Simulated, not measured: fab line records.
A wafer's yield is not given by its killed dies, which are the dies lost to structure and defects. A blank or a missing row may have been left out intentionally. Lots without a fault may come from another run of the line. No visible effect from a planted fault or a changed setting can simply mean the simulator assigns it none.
Matching of chambers :: flow n5-finfet :: rie-diel-05 running N5_BEOL_M0_SAQP_ETCH_73: 4 sister chambers
The step etches SiARC in CF4, target depth 19.5 nm, time 32.5 s. 4 wafers are shown with their chamber, then 9 later ones without.

WAFERS WITH THEIR CHAMBER
wafer: L080.4
chamber: 1
showerhead-plenum-p-Torr (Torr): 2.12

wafer: L080.5
chamber: 0
showerhead-plenum-p-Torr (Torr): 2.12

wafer: L081.5
chamber: 2
showerhead-plenum-p-Torr (Torr): 2.27

wafer: L081.6
chamber: 3
showerhead-plenum-p-Torr (Torr): 2.06

WAFERS WITH NO CHAMBER GIVEN
wafer: L084.1
showerhead-plenum-p-Torr (Torr): 2.27

wafer: L084.2
showerhead-plenum-p-Torr (Torr): 2.12

wafer: L084.3
showerhead-plenum-p-Torr (Torr): 2.12

wafer: L093.1
showerhead-plenum-p-Torr (Torr): 2.11

wafer: L093.3
showerhead-plenum-p-Torr (Torr): 2.05

wafer: L093.4
showerhead-plenum-p-Torr (Torr): 2.11

wafer: L094.2
showerhead-plenum-p-Torr (Torr): 2.12

wafer: L094.3
showerhead-plenum-p-Torr (Torr): 2.11

wafer: L094.6
showerhead-plenum-p-Torr (Torr): 2.11

CHAMBER TAKEN BY EACH
wafer: L084.1
from the rows above: 2
in truth: 2

wafer: L084.2
from the rows above: can't be placed: 0 or 1
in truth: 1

wafer: L084.3
from the rows above: can't be placed: 0 or 1
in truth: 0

wafer: L093.1
from the rows above: can't be placed: 0 or 1
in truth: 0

wafer: L093.3
from the rows above: 3
in truth: 3

wafer: L093.4
from the rows above: can't be placed: 0 or 1
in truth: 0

wafer: L094.2
from the rows above: can't be placed: 0 or 1
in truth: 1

wafer: L094.3
from the rows above: can't be placed: 0 or 1
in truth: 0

wafer: L094.6
from the rows above: can't be placed: 0 or 1
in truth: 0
Correct placement for 2 of the 9. Unplaceable from these rows: 7, with the true chamber sitting among the candidates in 7. Placed wrongly: 0.
How it was worked out, from the rows above alone: a wafer's distance from a chamber is the root of the sum, over the readings, of the square of ((its reading less the chamber's mean) divided by the reading's scatter). The wafer belongs to the nearest chamber; if the next one is less than 2 further off, it can't be placed. A chamber's mean is the mean of its shown wafers. The scatter (one wafer shown for each chamber): square how far every hidden wafer sits from the nearest shown wafer, average those squares and take the square root.
